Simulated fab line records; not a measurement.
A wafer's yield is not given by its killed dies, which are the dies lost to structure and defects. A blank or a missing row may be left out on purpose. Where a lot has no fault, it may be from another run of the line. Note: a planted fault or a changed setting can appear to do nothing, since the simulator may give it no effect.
fab line records	flow n5-finfet	part 2 of 2: steps 4 to 6 of 6
record: lots: 24	wafers: 72	last-day: 18
route steps=1938 shown SD_EPI_P@311 SD_ACTIVATION@330 SDB@347 HKMG_FIN@387
lots untouched by any fault: they come from a run of this same line in which no faults occurred
start-h: start of the lot's first displayed wafer, in hours after the record's first day	wait-h: hours from the lot's prior step to this one	" the same as in the row above	L1.1+2: a row that stands for several wafers	- no value present, or no start provided	* or withheld: withheld	< > ~ a bound
route shown NAME@n: names a module that has steps shown in the file, with the first one's number in the route	usual: mean/standard deviation taken from wafers without a fault	same: alike in all rows	chamber/n: place in a boat	sites: per-site readings	_std_site: standard deviation of those values	_edge_site: the outer-site mean with the inner-site mean subtracted	radius-mm: for every site, how far away it sits from the centre of the wafer	mask NAME#n: copy n	behind: the most recent tool/chamber to have shaped the wafer	hold: why the lot went on hold/how many hours it stayed there/how the hold came to an end	device: the transistor (n, p or np) that didn't switch	end of line: tests of these same wafers at the route's end	step lacking rows: just its recipe	killed: not the wafer's yield, but the dies lost to structure and defects at the first sort	map: a wafer's dies, marking killed ones x, the rest . and places with no die _
set.NAME: setting as actually run; set.NAME@STEP: the setting as run at that earlier step	model.NAME: the simulator's own value behind a step, which no gauge read
route steps across a sampled set of lots; one table per step, one row per wafer
services: the hour from which a tool's chamber was out of use, counted from the record's first day as start-h (under 0 if before that day), plus the number of hours and why
== steps ==
step: N5_SDB_HM_DEP_00
recipe: material: SiNx	target-thk-a: 400	temp-c: 400	precursor: SiH4/NH3/N2	pressure-torr: 1.5	rf-w: 300	time-s: 35.3
usual: heater-power-w: 770/130	showerhead-plenum-p-Torr: 5.12/0.047	throttle-valve-pct: 40.9/1.7
lot.wafer	tool	chamber	start-h	wait-h	heater-power-w	showerhead-plenum-p-Torr	throttle-valve-pct
L074.1	pecvd-03	1	65.50	0.0	823	5.23	40.5
L074.5	"	2	"	"	661	5.11	38.7
L074.6	"	1	"	"	830	5.22	40.5
L075.3	pecvd-04	0	72.70	0.0	721	5.05	42.3
L075.4	"	1	"	"	616	5.15	40.3
L075.6	"	0	"	"	725	5.07	42.5
L076.1	pecvd-02	1	78.99	0.0	748	5.09	42.2
L076.3	"	0	"	"	852	5.11	42.2
L076.5	"	2	"	"	712	5.15	37.1
L077.1	pecvd-04	2	82.01	0.0	704	5.13	41.8
L077.4	"	1	"	"	572	5.15	40.8
L077.5	"	0	"	"	693	5.06	42.7
L078.1	pecvd-02	1	89.61	0.0	776	5.07	42.2
L078.3	"	2	"	"	754	5.15	37.3
L078.5	"	1	"	"	780	5.09	42.0
L079.2	pecvd-02	0	98.67	0.0	843	5.12	42.2
L079.3	"	1	"	"	728	5.06	42.3
L079.6	"	1	"	"	725	5.07	42.4
L080.3	pecvd-04	1	101.38	0.0	559	5.13	40.6
L080.5	"	2	"	"	735	5.14	41.9
L080.6	"	0	"	"	679	5.06	42.4
L081.1	pecvd-03	0	108.36	0.0	1042	5.12	41.1
L081.3	"	1	"	"	845	5.24	40.5
L081.6	"	0	"	"	1077	5.12	41.3
L082.1	pecvd-03	1	113.96	0.0	770	5.23	40.6
L082.4	"	0	"	"	1008	5.11	41.4
L082.5	"	1	"	"	770	5.24	40.5
L083.1	pecvd-04	1	118.94	0.0	558	5.14	40.3
L083.2	"	0	"	"	702	5.05	42.4
L083.3	"	0	"	"	696	5.06	43.0
L084.2	pecvd-03	0	130.93	0.0	1103	5.12	41.2
L084.4	"	2	"	"	706	5.12	39.3
L084.5	"	0	"	"	1118	5.13	41.4
L085.1	pecvd-02	1	131.62	0.0	824	5.09	41.9
L085.3	"	2	"	"	663	5.16	37.6
L085.6	"	0	"	"	890	5.11	42.0
L086.1	pecvd-02	2	141.73	0.0	624	5.16	37.4
L086.3	"	0	"	"	850	5.12	42.3
L086.4	"	1	"	"	681	5.08	42.2
L087.1	pecvd-03	0	146.59	0.0	1117	5.12	41.1
L087.2	"	2	"	"	617	5.09	39.6
L087.5	"	1	"	"	881	5.23	40.3
L088.3	pecvd-02	2	148.76	0.0	632	5.15	37.6
L088.4	"	0	"	"	811	5.10	42.1
L088.5	"	1	"	"	803	5.07	42.3
L089.2	pecvd-02	0	155.18	0.0	768	5.11	42.4
L089.3	"	1	"	"	811	5.08	42.1
L089.5	"	2	"	"	742	5.14	37.5
L090.2	pecvd-04	0	163.10	0.0	693	5.07	43.4
L090.5	"	1	"	"	618	5.14	40.6
L090.6	"	0	"	"	712	5.06	42.8
L091.2	pecvd-02	1	167.81	0.0	731	5.09	42.2
L091.5	"	1	"	"	751	5.08	42.3
L091.6	"	0	"	"	875	5.12	42.5
L092.1	pecvd-04	1	173.77	0.0	654	5.14	40.8
L092.2	"	2	"	"	713	5.15	41.6
L092.5	"	2	"	"	722	5.14	41.5
L093.3	pecvd-02	2	181.84	0.0	684	5.15	37.6
L093.4	"	0	"	"	825	5.13	42.4
L093.6	"	1	"	"	745	5.07	42.2
L094.3	pecvd-03	0	188.32	0.0	1116	5.12	41.2
L094.4	"	0	"	"	1113	5.12	41.1
L094.5	"	1	"	"	875	5.26	40.6
L095.1	pecvd-02	2	194.47	0.0	623	5.14	37.6
L095.4	"	0	"	"	874	5.13	42.2
L095.6	"	2	"	"	639	5.15	37.7
L096.2	pecvd-03	0	197.77	0.0	1004	5.12	41.3
L096.3	"	2	"	"	752	5.11	39.8
L096.4	"	1	"	"	831	5.24	40.6
L097.1	pecvd-02	1	209.01	0.0	800	5.06	42.3
L097.3	"	0	"	"	828	5.12	42.4
L097.6	"	2	"	"	725	5.16	37.8
step: N5_SDB_INSPECT_13
recipe: mode: adi	inspect-instrument: brightfield
usual: raw-defect-count: 93/47
lot.wafer	tool	chamber	start-h	wait-h	raw-defect-count
L074.1	defect-inspect-01	-	65.88	0.0	207
L074.5	"	-	"	"	173
L074.6	"	-	"	"	179
L075.3	defect-inspect-01	-	73.09	0.0	69
L075.4	"	-	"	"	76
L075.6	"	-	"	"	67
L076.1	defect-inspect-02	-	79.37	0.0	104
L076.3	"	-	"	"	82
L076.5	"	-	"	"	50
L077.1	defect-inspect-02	-	82.52	0.0	42
L077.4	"	-	"	"	38
L077.5	"	-	"	"	69
L078.1	defect-inspect-02	-	90.11	0.0	37
L078.3	"	-	"	"	93
L078.5	"	-	"	"	58
L079.2	defect-inspect-02	-	99.05	0.0	78
L079.3	"	-	"	"	63
L079.6	"	-	"	"	69
L080.3	defect-inspect-01	-	101.76	0.0	45
L080.5	"	-	"	"	63
L080.6	"	-	"	"	94
L081.1	defect-inspect-01	-	108.87	0.0	55
L081.3	"	-	"	"	80
L081.6	"	-	"	"	61
L082.1	defect-inspect-01	-	114.48	0.0	100
L082.4	"	-	"	"	108
L082.5	"	-	"	"	88
L083.1	defect-inspect-01	-	119.47	0.0	85
L083.2	"	-	"	"	57
L083.3	"	-	"	"	85
L084.2	defect-inspect-02	-	131.31	0.0	77
L084.4	"	-	"	"	73
L084.5	"	-	"	"	78
L085.1	defect-inspect-01	-	132.00	0.0	69
L085.3	"	-	"	"	94
L085.6	"	-	"	"	66
L086.1	defect-inspect-02	-	142.11	0.0	88
L086.3	"	-	"	"	104
L086.4	"	-	"	"	100
L087.1	defect-inspect-02	-	146.97	0.0	39
L087.2	"	-	"	"	33
L087.5	"	-	"	"	49
L088.3	defect-inspect-02	-	149.26	0.0	76
L088.4	"	-	"	"	41
L088.5	"	-	"	"	63
L089.2	defect-inspect-02	-	155.56	0.0	64
L089.3	"	-	"	"	58
L089.5	"	-	"	"	40
L090.2	defect-inspect-02	-	163.49	0.0	78
L090.5	"	-	"	"	72
L090.6	"	-	"	"	72
L091.2	defect-inspect-01	-	168.34	0.0	137
L091.5	"	-	"	"	142
L091.6	"	-	"	"	105
L092.1	defect-inspect-01	-	174.15	0.0	190
L092.2	"	-	"	"	114
L092.5	"	-	"	"	90
L093.3	defect-inspect-01	-	182.22	0.0	233
L093.4	"	-	"	"	326
L093.6	"	-	"	"	214
L094.3	defect-inspect-02	-	188.82	0.0	84
L094.4	"	-	"	"	114
L094.5	"	-	"	"	127
L095.1	defect-inspect-02	-	194.97	0.0	141
L095.4	"	-	"	"	130
L095.6	"	-	"	"	76
L096.2	defect-inspect-01	-	198.15	0.0	95
L096.3	"	-	"	"	124
L096.4	"	-	"	"	114
L097.1	defect-inspect-02	-	209.52	0.0	86
L097.3	"	-	"	"	96
L097.6	"	-	"	"	71
step: N5_HKMG_FIN_HK_ANNEAL_02
recipe: temp-c: 700	time-s: 30	ambient: N2	idle-temp-c: 600	ramp-up-c-per-s: 150	ramp-down-c-per-s: 60	cool-to-c: 600
usual: lamp-power-pct: 8.80/0.048	lamp_zone_6_pct: 8.724/0.011	wafer_temp_C_max: 703.0/0.63
lot.wafer	tool	chamber	start-h	wait-h	lamp-power-pct	lamp_zone_6_pct	wafer_temp_C_max
L074.1	rtp-anneal-01	0	70.73	0.2	8.81	8.726	703.3
L074.5	"	0	"	"	8.86	8.722	704.0
L074.6	"	0	"	"	8.79	8.700	702.7
L075.3	rtp-anneal-01	0	78.47	0.4	8.76	8.724	702.7
L075.4	"	0	"	"	8.81	8.709	703.8
L075.6	"	0	"	"	8.87	8.727	702.4
L076.1	rtp-anneal-01	0	84.44	0.2	8.73	8.726	703.9
L076.3	"	0	"	"	8.82	8.720	703.1
L076.5	"	0	"	"	8.82	8.702	702.8
L077.1	rtp-anneal-02	0	87.60	0.3	8.86	8.743	702.3
L077.4	"	0	"	"	8.77	8.718	703.0
L077.5	"	0	"	"	8.78	8.716	703.2
L078.1	rtp-anneal-02	0	94.98	0.2	8.79	8.724	702.8
L078.3	"	0	"	"	8.75	8.721	703.8
L078.5	"	0	"	"	8.85	8.719	702.6
L079.2	rtp-anneal-02	0	104.80	0.3	8.81	8.713	703.1
L079.3	"	0	"	"	8.86	8.732	703.1
L079.6	"	0	"	"	8.80	8.721	703.2
L080.3	rtp-anneal-01	0	107.11	0.2	8.86	8.732	701.9
L080.5	"	0	"	"	8.76	8.727	702.8
L080.6	"	0	"	"	8.79	8.744	703.0
L081.1	rtp-anneal-02	0	113.52	0.1	8.73	8.740	702.6
L081.3	"	0	"	"	8.87	8.720	702.6
L081.6	"	0	"	"	8.73	8.706	703.7
L082.1	rtp-anneal-02	0	120.31	0.2	8.84	8.721	703.4
L082.4	"	0	"	"	8.87	8.709	702.6
L082.5	"	0	"	"	8.79	8.712	702.5
L083.1	rtp-anneal-02	0	125.43	0.1	8.84	8.731	705.2
L083.2	"	0	"	"	8.85	8.729	703.0
L083.3	"	0	"	"	8.91	8.749	703.3
L084.2	rtp-anneal-02	0	136.61	0.1	8.68	8.711	702.6
L084.4	"	0	"	"	8.79	8.710	702.5
L084.5	"	0	"	"	8.77	8.729	704.1
L085.1	rtp-anneal-01	0	137.12	0.1	8.73	8.733	702.5
L085.3	"	0	"	"	8.78	8.747	702.3
L085.6	"	0	"	"	8.88	8.722	702.0
L086.1	rtp-anneal-02	0	147.01	0.1	8.75	8.702	702.7
L086.3	"	0	"	"	8.81	8.714	703.0
L086.4	"	0	"	"	8.87	8.732	703.2
L087.1	rtp-anneal-01	0	152.51	0.1	8.72	8.742	703.8
L087.2	"	0	"	"	8.80	8.721	702.1
L087.5	"	0	"	"	8.83	8.691	702.7
L088.3	rtp-anneal-01	0	154.07	0.2	8.89	8.721	703.2
L088.4	"	0	"	"	8.80	8.732	702.0
L088.5	"	0	"	"	8.85	8.733	703.5
L089.2	rtp-anneal-02	0	160.94	0.1	8.80	8.732	703.5
L089.3	"	0	"	"	8.73	8.720	702.8
L089.5	"	0	"	"	8.85	8.719	702.2
L090.2	rtp-anneal-02	0	169.14	0.1	8.88	8.707	702.3
L090.5	"	0	"	"	8.83	8.725	703.2
L090.6	"	0	"	"	8.74	8.711	705.0
L091.2	rtp-anneal-02	0	173.58	0.2	8.78	8.719	703.4
L091.5	"	0	"	"	8.89	8.717	701.5
L091.6	"	0	"	"	8.84	8.731	702.7
L092.1	rtp-anneal-01	0	179.24	0.1	8.87	8.723	703.7
L092.2	"	0	"	"	8.75	8.744	702.2
L092.5	"	0	"	"	8.77	8.724	703.9
L093.3	rtp-anneal-01	0	187.15	0.2	8.76	8.716	702.9
L093.4	"	0	"	"	8.80	8.733	704.1
L093.6	"	0	"	"	8.73	8.733	703.4
L094.3	rtp-anneal-01	0	194.64	0.2	8.79	8.729	702.2
L094.4	"	0	"	"	8.81	8.740	702.1
L094.5	"	0	"	"	8.85	8.728	702.5
L095.1	rtp-anneal-02	0	199.99	0.1	8.77	8.744	702.6
L095.4	"	0	"	"	8.88	8.727	702.7
L095.6	"	0	"	"	8.83	8.727	703.7
L096.2	rtp-anneal-01	0	202.87	0.2	8.88	8.734	703.3
L096.3	"	0	"	"	8.86	8.701	701.5
L096.4	"	0	"	"	8.79	8.729	703.5
L097.1	rtp-anneal-02	0	214.17	0.1	8.79	8.728	703.3
L097.3	"	0	"	"	8.84	8.732	702.7
L097.6	"	0	"	"	8.75	8.723	702.8
== services ==
tool	chamber	start-h	hours	kind
rtp-anneal-02	-	31.02	4.3	pm
rie-diel-04	2	33.25	6.9	repair
pecvd-02	1	81.62	2.1	scheduled-down
rie-diel-02	3	98.29	13.9	repair
rie-diel-02	-	99.37	0.4	repair
rie-diel-02	2	112.20	-	clean
rie-diel-02	2	112.20	-	consumable-replace:focus-ring
rie-diel-02	2	112.20	20.4	scheduled-down
rie-diel-02	2	112.20	20.4	vent-cycle
rie-diel-04	-	115.63	0.3	repair
pecvd-03	1	117.28	10.5	repair
pecvd-02	2	118.84	6.7	repair
pecvd-03	0	131.85	2.1	scheduled-down
pecvd-02	2	167.45	5.0	scheduled-down
rie-diel-06	3	176.37	19.3	repair
pecvd-04	1	178.07	2.1	scheduled-down
pecvd-02	0	182.67	2.3	repair
pecvd-02	-	184.08	0.6	repair
pecvd-04	2	204.83	2.1	scheduled-down
pecvd-04	2	206.96	-	clean
pecvd-04	2	206.96	-	consumable-replace:showerhead
pecvd-04	2	206.96	29.0	scheduled-down
pecvd-04	2	206.96	29.0	vent-cycle
pecvd-03	-	209.60	1.2	repair
